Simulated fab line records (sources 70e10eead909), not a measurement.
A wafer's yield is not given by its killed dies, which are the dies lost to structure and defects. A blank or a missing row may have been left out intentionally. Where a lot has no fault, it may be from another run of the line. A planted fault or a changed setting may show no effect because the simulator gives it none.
fab line records	flow nand_harc
record lots=13	wafers=39	last_day=24
route steps=1159 shown A_SLIT@800 A_WL_FILL@813 END@1159
lots untouched by any fault: they come from a run of this same line in which no faults occurred
start_h: start of the lot's first displayed wafer, in hours after the record's first day	wait_h: hours since the lot's step before	" same as the row above	L1.1+2: one row covering several wafers at once	- no value, or no start was given	* or withheld: withheld	< > ~ a bound
route shown NAME@n: NAME is a module with steps in the file, n the number in the route of the first one	usual: mean and standard deviation over wafers with no fault	same: alike in all rows	chamber/n: place in a boat	sites: the reading at each site	_std_site: how widely they spread, as a standard deviation	_edge_site: mean of outer sites minus mean of inner sites	radius_mm: for every site, how far away it sits from the centre of the wafer	mask NAME#n: copy n	behind: tool/chamber where the wafer was last shaped	hold: what put the lot on hold/how long, in hours/how the hold closed	device: transistor that didn't switch, given as n, p or np	end of line: at the end of the route, the tests of the same wafers	a step given without rows: its recipe and nothing more	killed: not the wafer's yield, but the dies lost to structure and defects at the first sort	map: shows each die of a wafer: x if killed, . if not, _ if none is there
set.NAME: the setting the step ran with; set.NAME@STEP: the setting that earlier step ran with	model.NAME: the simulator's own value behind a step, which no gauge read
one table for each step of the route and one row for each wafer, over a sample of lots
services: from which hour (start_h, from the record's first day; less than 0 if before it) a tool's chamber was out of use, for how many hours, and why
## steps
# step NHARC_A_SLIT_STRIP_18
# recipe o2_flow_sccm=500	ar_flow_sccm=0	bias_w=0	chemistry=O2
# usual drypump_motor_current_A=5.7/0.44	mfc_ar_sccm=0.008/0.0093	oes_product_au=1.001/0.017	rf_vpp_V=57.8/0.84	showerhead_plenum_p_Torr=3.50/0.11	throttle_valve_pct=17.038/0.0082
lot.wafer	tool	chamber	start_h	wait_h	drypump_motor_current_A	mfc_ar_sccm	oes_product_au	rf_hours_counter_h	rf_vpp_V	showerhead_plenum_p_Torr	throttle_valve_pct
L673.4	rie_diel-05	0	-	-	5.2	0.021	0.993	13	59.9	3.62	17.035
L673.3	"	1	"	"	5.7	0	1.000	13	57.2	3.32	17.042
L673.6	"	0	"	"	5.2	0.021	0.993	-	57.0	3.62	17.034
L678.1	rie_diel-11	2	-	-	5.0	0	0.971	10	57.5	3.48	17.047
L678.6	"	2	"	"	5.0	0	0.970	-	57.5	3.48	17.033
L678.5	"	3	"	"	6.5	0	1.011	-	57.7	3.43	17.038
L683.4	rie_diel-07	0	-	-	5.6	0.008	1.009	9	56.9	3.55	17.042
L683.1	"	1	"	"	5.4	0.024	0.999	10	57.0	3.41	17.035
L683.5	"	0	"	"	5.6	0.008	1.011	-	57.9	3.54	17.036
L681.3	rie_diel-07	0	-	-	5.6	0.008	1.029	9	56.8	3.54	17.033
L681.1	"	1	"	"	5.4	0.024	0.996	10	58.2	3.41	17.023
L681.6	"	3	"	"	6.3	0	1.019	-	56.5	3.49	17.043
L686.3	rie_diel-05	0	-	-	5.3	0.021	0.996	4	58.7	3.62	17.041
L686.5	"	3	"	"	6.2	0.020	0.970	-	56.8	3.36	17.046
L686.6	"	0	"	"	5.2	0.021	0.995	-	59.7	3.62	17.045
L688.2	rie_diel-11	3	-	-	6.5	0	1.028	2	57.5	3.42	17.039
L688.3	"	1	"	"	5.8	0.011	1.006	2	57.3	3.43	17.031
L688.6	"	3	"	"	6.4	0	1.025	-	58.5	3.42	17.047
L687.3	rie_diel-11	3	-	-	6.4	0	1.024	2	56.4	3.42	17.048
L687.1	"	0	"	"	5.8	0	0.992	2	56.8	3.57	17.037
L687.5	"	3	"	"	6.4	0	1.034	-	57.2	3.42	17.043
L690.4	rie_diel-05	3	-	-	6.1	0.020	0.984	5	58.0	3.36	17.035
L690.3	"	0	"	"	5.2	0.021	0.999	5	57.3	3.62	17.045
L690.2	"	1	"	"	5.7	0	0.997	5	57.7	3.32	17.030
L689.2	rie_diel-11	3	-	-	6.4	0	1.026	3	56.9	3.42	17.037
L689.1	"	0	"	"	5.8	0	0.985	3	57.5	3.57	17.032
L689.6	"	2	"	"	5.0	0	0.990	-	58.9	3.48	17.024
L691.4	rie_diel-05	1	-	-	5.7	0	0.998	7	57.4	3.32	17.040
L691.6	"	3	"	"	6.2	0.020	0.981	-	57.7	3.36	17.027
L691.5	"	0	"	"	5.2	0.021	0.996	-	60.1	3.62	17.033
L693.1	rie_diel-05	2	-	-	5.5	0	1.004	7	58.3	3.69	17.042
L693.3	"	0	"	"	5.2	0.021	0.995	7	58.5	3.62	17.034
L693.2	"	1	"	"	5.7	0	0.994	7	59.4	3.32	17.024
L692.4	rie_diel-05	3	-	-	6.1	0.020	0.963	7	57.1	3.36	17.042
L692.3	"	0	"	"	5.2	0.021	1.008	7	58.3	3.62	17.038
L692.5	"	2	"	"	5.5	0	0.997	-	59.0	3.69	17.034
L694.2	rie_diel-11	2	-	-	5.0	0	0.997	7	57.6	3.48	17.032
L694.4	"	0	"	"	5.8	0	0.986	7	58.3	3.57	17.028
L694.6	"	3	"	"	6.5	0	1.018	-	57.8	3.42	17.021
# step NHARC_A_WL_FILL_CVD_03
# recipe target_thk_a=400	temp_c=300	pressure_torr=40	wf6_flow_sccm=40	h2_flow_sccm=1600	ar_flow_sccm=1560	time_s=3302	material=W
# usual heater_power_w=493/67	mfc_ar_sccm=1560/5.1	throttle_valve_pct=7.63/0.22
lot.wafer	tool	chamber	start_h	wait_h	heater_power_w	mfc_ar_sccm	throttle_valve_pct
L673.4	cvd_w-01	0	340.52	3.7	506	1567	7.23
L673.3	"	1	"	"	414	1559	8.09
L673.6	"	0	"	"	503	1561	7.37
L678.1	cvd_w-01	0	343.30	0.8	493	1555	7.40
L678.6	"	1	344.75	2.3	416	1559	7.78
L678.5	"	0	"	"	512	1553	7.44
L683.1	cvd_w-01	0	390.25	0.5	497	1565	7.49
L683.4	"	0	"	"	519	1561	7.20
L683.5	"	1	"	"	413	1560	7.62
L681.1	cvd_w-01	0	395.43	5.2	498	1565	7.25
L681.3	"	1	396.84	6.6	412	1562	7.99
L681.6	"	1	"	"	430	1565	7.77
L688.2	cvd_w-01	0	414.18	2.3	494	1562	7.58
L688.3	"	1	"	"	412	1554	8.04
L688.6	"	0	416.06	4.2	502	1563	7.37
L686.3	cvd_w-02	0	420.04	7.9	465	1562	8.09
L686.5	"	0	"	"	458	1557	7.67
L686.6	"	1	"	"	583	1564	7.58
L687.1	cvd_w-01	0	424.69	5.0	517	1561	7.65
L687.3	"	1	"	"	423	1556	8.19
L687.5	"	1	"	"	418	1549	7.65
L690.2	cvd_w-01	1	428.88	0.4	425	1561	7.97
L690.3	"	1	"	"	413	1554	7.74
L690.4	"	0	"	"	510	1560	7.61
L689.1	cvd_w-02	1	429.05	0.5	606	1561	7.55
L689.2	"	0	"	"	462	1566	7.45
L689.6	"	0	431.42	2.9	463	1568	7.55
L691.4	cvd_w-02	1	456.42	2.1	604	1571	7.49
L691.6	"	1	"	"	602	1565	7.82
L691.5	"	0	"	"	466	1559	7.58
L693.2	cvd_w-02	1	459.60	0.1	585	1565	7.82
L693.1	"	0	"	"	458	1549	7.80
L693.3	"	1	"	"	610	1559	7.51
L692.3	cvd_w-01	0	460.72	1.0	520	1555	7.58
L692.4	"	1	"	"	423	1563	7.83
L692.5	"	1	"	"	418	1558	7.96
L694.2	cvd_w-01	0	465.08	0.5	519	1569	7.51
L694.4	"	0	"	"	498	1560	7.44
L694.6	"	1	"	"	416	1561	7.82
# step NHARC_A_WL_FILL_CVD_23
# recipe target_thk_a=400	temp_c=620	pressure_mtorr=200	time_s=800	material=poly-Si
# usual spike_tc_bottom_C=640/3.3
lot.wafer	tool	chamber	start_h	wait_h	spike_tc_bottom_C
L673.3	lpcvd_poly-01	0	356.75	2.6	639
L673.4	"	0	"	"	641
L673.6	"	0	"	"	641
L678.1	lpcvd_poly-01	0	386.75	32.6	640
L678.5	"	0	"	"	641
L678.6	"	0	"	"	639
L681.1	lpcvd_poly-01	0	409.08	0.2	638
L681.3	"	0	"	"	642
L681.6	"	0	"	"	639
L688.2	lpcvd_poly-03	0	428.70	2.5	633
L688.3	"	0	"	"	634
L688.6	"	0	"	"	634
L686.3	lpcvd_poly-03	0	434.37	2.4	634
L686.5	"	0	"	"	633
L686.6	"	0	"	"	634
L683.1	lpcvd_poly-01	0	436.35	32.6	640
L683.4	"	0	"	"	641
L683.5	"	0	"	"	641
L687.1	lpcvd_poly-04	0	440.78	2.2	644
L687.3	"	0	"	"	644
L687.5	"	0	"	"	643
L689.1	lpcvd_poly-01	0	447.58	2.4	641
L689.2	"	0	"	"	641
L689.6	"	0	"	"	642
L690.2	lpcvd_poly-01	0	447.58	2.6	641
L690.3	"	0	"	"	642
L690.4	"	0	"	"	640
L691.4	lpcvd_poly-03	0	472.73	2.4	635
L691.5	"	0	"	"	634
L691.6	"	0	"	"	632
L692.3	lpcvd_poly-04	0	475.84	2.3	643
L692.4	"	0	"	"	640
L692.5	"	0	"	"	642
L693.1	lpcvd_poly-04	0	475.84	2.2	645
L693.2	"	0	"	"	642
L693.3	"	0	"	"	643
L694.2	lpcvd_poly-01	0	481.40	2.6	639
L694.4	"	0	"	"	639
L694.6	"	0	"	"	641
# step NHARC_A_WL_FILL_CVD_20
# recipe target_thk_a=750	temp_c=300	pressure_torr=40	wf6_flow_sccm=40	h2_flow_sccm=1600	ar_flow_sccm=1560	time_s=5064	material=W
# usual heater_power_w=500/71	mfc_ar_sccm=1560/4.5	throttle_valve_pct=7.67/0.24
lot.wafer	tool	chamber	start_h	wait_h	heater_power_w	mfc_ar_sccm	throttle_valve_pct
L673.3	cvd_w-02	0	-	-	461	1564	7.94
L673.4	"	1	"	"	604	1566	7.30
L673.6	"	1	"	"	612	1562	7.59
L678.1	cvd_w-01	0	-	-	506	1564	7.41
L678.6	"	1	"	"	407	1564	7.75
L678.5	"	0	"	"	507	1565	7.47
L681.1	cvd_w-02	1	-	-	597	1563	7.44
L681.3	"	0	"	"	459	1571	7.70
L681.6	"	0	"	"	458	1563	7.79
L688.2	cvd_w-02	1	-	-	608	1563	7.52
L688.3	"	1	"	"	599	1560	7.69
L688.6	"	1	"	"	592	1559	7.54
L686.3	cvd_w-02	1	-	-	598	1562	7.56
L686.6	"	0	"	"	455	1560	8.00
L686.5	"	1	"	"	589	1562	7.74
L683.1	cvd_w-01	0	-	-	509	1557	7.25
L683.4	"	1	"	"	409	1559	7.97
L683.5	"	1	"	"	419	1562	7.88
L687.1	cvd_w-01	1	-	-	430	1563	7.67
L687.3	"	1	"	"	422	1562	7.95
L687.5	"	0	"	"	513	1559	7.30
L689.1	cvd_w-01	0	-	-	514	1565	7.61
L689.2	"	1	"	"	418	1564	7.84
L689.6	"	0	"	"	502	1567	7.35
L690.2	cvd_w-02	0	-	-	461	1558	7.89
L690.3	"	0	"	"	450	1562	7.59
L690.4	"	1	"	"	594	1550	7.49
L691.4	cvd_w-02	0	-	-	463	1558	7.84
L691.6	"	0	"	"	478	1561	8.01
L691.5	"	1	"	"	597	1549	7.85
L693.1	cvd_w-02	1	-	-	591	1553	7.67
L693.2	"	0	"	"	454	1562	7.92
L693.3	"	0	"	"	460	1557	7.74
L692.3	cvd_w-02	0	-	-	474	1556	7.85
L692.4	"	1	"	"	611	1559	7.57
L692.5	"	0	"	"	465	1565	7.74
L694.2	cvd_w-01	1	-	-	397	1555	7.70
L694.4	"	0	"	"	534	1563	7.10
L694.6	"	1	"	"	398	1557	7.71
# step NHARC_END_SORT_01
# recipe temp_c=25
# usual killed_at_array=27/10	killed_at_other=0.6/0.96	killed_at_periphery=3.4/2.7	killed_dies=31/10	killed_open=2.9/1.8	killed_short=1.8/1.4
# same gross_dies=677
lot.wafer	tool	chamber	start_h	wait_h	killed_at_array	killed_at_other	killed_at_periphery	killed_dies	killed_open	killed_short
L678.1	prober-01	0	495.11	2.5	10	1	5	16	2	1
L678.5	prober-01	0	498.33	3.7	17	0	11	28	3	1
L678.6	prober-01	0	499.14	4.0	15	1	4	20	3	4
L683.1	prober-02	0	522.79	2.5	15	2	2	19	2	3
L683.4	prober-02	0	525.20	3.4	18	0	2	20	1	2
L683.5	prober-02	0	526.00	3.7	15	2	0	17	1	0
L691.4	prober-01	0	566.00	3.4	30	0	1	31	4	2
L691.5	prober-01	0	566.81	3.8	27	0	1	28	1	4
L691.6	prober-01	0	567.62	4.1	29	0	0	29	1	1
L692.3	prober-02	0	572.99	3.1	35	0	4	39	4	2
L692.4	prober-02	0	573.78	3.4	28	0	0	28	1	0
L692.5	prober-02	0	574.58	3.7	37	1	2	40	1	4
L694.2	prober-01	0	576.45	2.8	33	0	4	37	3	2
L694.4	prober-01	0	578.05	3.4	47	0	2	49	2	1
L694.6	prober-01	0	579.64	4.0	39	1	7	47	3	2
# killed by level:class
L678.1 A_CHANNEL_HOLE_D1:chamber_film_flake=6 P_CONTACT:chamber_film_flake=3 A_CONTACT:chamber_film_flake=2 P_M0:geometric_particle:short=1 A_CHANNEL_FILL_D1:geometric_particle:open=1 A_STAIRCASE:geometric_particle:open=1 P_ZERO_WELL:chamber_film_flake=1 THIN_TSV:chamber_film_flake=1
L678.5 P_CONTACT:chamber_film_flake=7 A_CHANNEL_HOLE_D1:chamber_film_flake=5 P_ZERO_WELL:chamber_film_flake=3 A_STAIRCASE:chamber_film_flake=3 A_CONTACT:chamber_film_flake=3 A_CONTACT:geometric_particle:open=2 A_SOURCE_PLATE:geometric_particle:short=1 A_ONON_D1:geometric_particle:open=1
L678.6 A_CHANNEL_HOLE_D1:chamber_film_flake=5 P_CONTACT:chamber_film_flake=3 P_M0:geometric_particle:open=1 A_SOURCE_PLATE:geometric_particle:short=1 A_ONON_D1:geometric_particle:short=1 A_CHANNEL_FILL_D1:geometric_particle:short=1 A_CHANNEL_FILL_D1:geometric_particle:open=1 A_WL_FILL:geometric_particle:short=1
L683.1 A_CHANNEL_HOLE_D1:chamber_film_flake=6 A_STAIRCASE:chamber_film_flake=3 A_CHANNEL_FILL_D1:geometric_particle:short=2 A_BLC:chamber_film_flake=2 P_GATE:geometric_particle:open=1 P_M1:geometric_particle:open=1 STARTING-WAFER:geometric_particle:short=1 A_ZERO_WELL:chamber_film_flake=1
L683.4 A_STAIRCASE:chamber_film_flake=7 A_CHANNEL_HOLE_D1:chamber_film_flake=5 A_BLC:chamber_film_flake=3 P_GATE:geometric_particle:short=2 A_WL_FILL:geometric_particle:open=1 A_ZERO_WELL:chamber_film_flake=1 A_CONTACT:chamber_film_flake=1
L683.5 A_STAIRCASE:chamber_film_flake=6 A_CHANNEL_HOLE_D1:chamber_film_flake=4 A_BLC:chamber_film_flake=3 THIN_TSV:chamber_film_flake=2 A_WL_FILL:geometric_particle:open=1 A_WL_FILL:chamber_film_flake=1
L691.4 A_CHANNEL_HOLE_D1:chamber_film_flake=18 A_M1:chamber_film_flake=2 P_M1:geometric_particle:open=1 A_SOURCE_PLATE:geometric_particle:short=1 A_CHANNEL_FILL_D1:geometric_particle:open=1 A_CONTACT:geometric_particle:short=1 A_CONTACT:geometric_particle:open=1 A_M1:geometric_particle:open=1
L691.5 A_CHANNEL_HOLE_D1:chamber_film_flake=16 A_WL_FILL:geometric_particle:short=2 A_CONTACT:chamber_film_flake=2 A_M1:chamber_film_flake=2 A_ONON_D1:geometric_particle:short=1 A_SLIT:geometric_particle:short=1 A_M1:geometric_particle:open=1 P_M1:chamber_film_flake=1
L691.6 A_CHANNEL_HOLE_D1:chamber_film_flake=18 A_CONTACT:chamber_film_flake=5 A_WL_FILL:chamber_film_flake=4 A_WL_FILL:geometric_particle:short=1 A_M1:geometric_particle:open=1
L692.3 A_CHANNEL_HOLE_D1:chamber_film_flake=21 A_SGD_CUT:chamber_film_flake=4 A_CONTACT:chamber_film_flake=3 P_CONTACT:geometric_particle:open=2 A_WL_FILL:chamber_film_flake=2 P_M0:geometric_particle:short=1 A_ONON_D1:geometric_particle:open=1 A_SGD_CUT:geometric_particle:short=1
L692.4 A_CHANNEL_HOLE_D1:chamber_film_flake=16 A_CONTACT:chamber_film_flake=4 A_SGD_CUT:chamber_film_flake=3 A_SLIT:chamber_film_flake=2 A_WL_FILL:chamber_film_flake=2 A_CHANNEL_HOLE_D1:geometric_particle:open=1
L692.5 A_CHANNEL_HOLE_D1:chamber_film_flake=22 A_CONTACT:chamber_film_flake=6 A_WL_FILL:chamber_film_flake=4 A_SGD_CUT:chamber_film_flake=2 P_CONTACT:geometric_particle:open=1 P_M0:geometric_particle:short=1 A_CHANNEL_FILL_D1:geometric_particle:short=1 A_CONTACT:geometric_particle:short=1
L694.2 A_SLIT:chamber_film_flake=16 A_CHANNEL_HOLE_D1:chamber_film_flake=6 A_CONTACT:chamber_film_flake=4 A_WL_FILL:chamber_film_flake=3 A_CONTACT:geometric_particle:open=2 P_STI:chamber_film_flake=2 P_CONTACT:geometric_particle:short=1 P_M0:geometric_particle:open=1
L694.4 A_SLIT:chamber_film_flake=19 A_CHANNEL_HOLE_D1:chamber_film_flake=10 A_CONTACT:chamber_film_flake=8 A_STAIRCASE:chamber_film_flake=2 A_WL_FILL:chamber_film_flake=2 A_ONON_D1:geometric_particle:short=1 A_SGD_CUT:geometric_particle:open=1 A_CONTACT:geometric_particle:open=1
L694.6 A_SLIT:chamber_film_flake=22 A_CHANNEL_HOLE_D1:chamber_film_flake=8 A_STAIRCASE:chamber_film_flake=3 P_STI:chamber_film_flake=2 P_BONDPAD:chamber_film_flake=2 P_GATE:geometric_particle:open=1 A_SOURCE_PLATE:geometric_particle:open=1 A_SOURCE_PLATE:geometric_particle:short=1
## services
tool	chamber	start_h	hours	kind
cvd_w-01	0	308.88	-	clean
cvd_w-01	1	308.88	-	clean
lpcvd_poly-04	-	314.53	26.0	pm
rie_diel-05	0	319.73	-	clean
rie_diel-11	1	340.15	5.4	repair
rie_diel-05	-	340.60	9.0	pm
rie_diel-05	-	351.55	0.5	repair
rie_diel-07	2	366.43	8.1	repair
rie_diel-11	-	366.60	9.0	pm
cvd_w-02	-	380.12	13.0	pm
cvd_w-02	0	380.12	13.0	vent_cycle
cvd_w-02	1	380.12	13.0	vent_cycle
cvd_w-02	0	393.12	-	clean
cvd_w-02	1	393.12	-	clean
rie_diel-07	-	405.23	9.0	pm
rie_diel-05	-	414.97	1.8	repair
lpcvd_poly-04	-	437.48	1.9	repair
cvd_w-01	-	476.88	13.0	pm
cvd_w-01	0	476.88	13.0	vent_cycle
cvd_w-01	1	476.88	13.0	vent_cycle
lpcvd_poly-01	-	483.96	9.2	repair
rie_diel-05	2	489.47	4.9	repair
cvd_w-01	0	489.88	-	clean
cvd_w-01	1	489.88	-	clean
## key
first_sign step=NHARC_A_WL_FILL_CVD_23	reading=wait_h	direction=changed
effect none on later readings
met_at NHARC_A_WL_FILL_CVD_23
struck_lots L678,L683
struck_wafers L678.1,L678.5,L678.6,L683.1,L683.4,L683.5
tester_left_out L678,L683
not_acting_at NHARC_A_SLIT_STRIP_18,NHARC_A_WL_FILL_CVD_03,NHARC_A_WL_FILL_CVD_20
fault kind=queue_time_violation	tool=lpcvd_poly-01,lpcvd_poly-03,lpcvd_poly-04	chamber=0	onset_h=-	steps=NHARC_A_WL_FILL_CVD_23	delay_hr=30	scope=struck_lots_only
# tester_left_out: of these lots the tester's yield and bins aren't shown, on N5 and GAA mostly nor the transistor test; their killed dies are dies lost to structure and defects alone, not to doping, threshold or leakage, so they don't give the yield
